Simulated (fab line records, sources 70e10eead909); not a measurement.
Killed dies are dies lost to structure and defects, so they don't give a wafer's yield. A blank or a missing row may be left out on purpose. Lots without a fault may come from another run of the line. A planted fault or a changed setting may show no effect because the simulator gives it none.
Chamber matching | flow nand_harc | NHARC_P_M1_DEP_33 on pecvd-01: 3 sister chambers
The step deposits SiCN, target thk 30 nm. 27 wafers are shown with their chamber, then 12 later ones without.

WAFERS WITH THEIR CHAMBER
wafer  | chamber | heater_power_w (W)
L074.1 | 1       | 509
L074.2 | 0       | 558
L074.4 | 2       | 566
L077.4 | 1       | 527
L077.5 | 0       | 533
L077.6 | 2       | 508
L078.1 | 0       | 504
L078.2 | 1       | 557
L078.6 | 1       | 543
L080.2 | 2       | 442
L080.3 | 0       | 555
L080.5 | 0       | 554
L082.3 | 2       | 542
L082.4 | 2       | 537
L082.5 | 1       | 483
L083.3 | 0       | 524
L083.4 | 1       | 489
L083.6 | 0       | 522
L084.1 | 2       | 530
L084.5 | 2       | 538
L084.6 | 0       | 568
L086.2 | 0       | 558
L086.5 | 1       | 463
L086.6 | 2       | 540
L087.1 | 1       | 527
L087.2 | 2       | 432
L087.6 | 0       | 519

SIGNATURES (means of the wafers above)
reading        | chamber 0 | chamber 1 | chamber 2 | scatter within a chamber
heater_power_w | 539.50    | 512.25    | 515.00    | 34.7
Rule: a wafer's distance from a chamber is the root of the sum, over the readings, of the square of ((its reading less the chamber's mean) divided by the reading's scatter). The wafer belongs to the nearest chamber; if the next one is less than 2 further off, it can't be placed. The scatter: the root of (the sum of the squares of (reading less its chamber's mean) over the shown wafers, divided by (wafers less chambers)).

WAFERS WITHOUT THEIR CHAMBER
wafer  | heater_power_w (W)
L090.1 | 511
L090.4 | 539
L090.6 | 515
L091.1 | 496
L091.2 | 555
L091.4 | 530
L096.2 | 577
L096.4 | 577
L096.6 | 510
L097.2 | 523
L097.4 | 580
L097.6 | 559

WHICH CHAMBER EACH WENT THROUGH
wafer  | from the rows above          | in truth
L090.1 | can't be placed: 1 or 2 or 0 | 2
L090.4 | can't be placed: 0 or 2 or 1 | 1
L090.6 | can't be placed: 2 or 1 or 0 | 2
L091.1 | can't be placed: 1 or 2 or 0 | 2
L091.2 | can't be placed: 0 or 2 or 1 | 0
L091.4 | can't be placed: 0 or 2 or 1 | 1
L096.2 | can't be placed: 0 or 2 or 1 | 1
L096.4 | can't be placed: 0 or 2 or 1 | 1
L096.6 | can't be placed: 1 or 2 or 0 | 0
L097.2 | can't be placed: 2 or 1 or 0 | 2
L097.4 | can't be placed: 0 or 2 or 1 | 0
L097.6 | can't be placed: 0 or 2 or 1 | 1
Placed correctly: 0 of 12. Can't be placed from these rows: 12 (the true chamber is among the candidates in 12). Placed wrongly: 0.
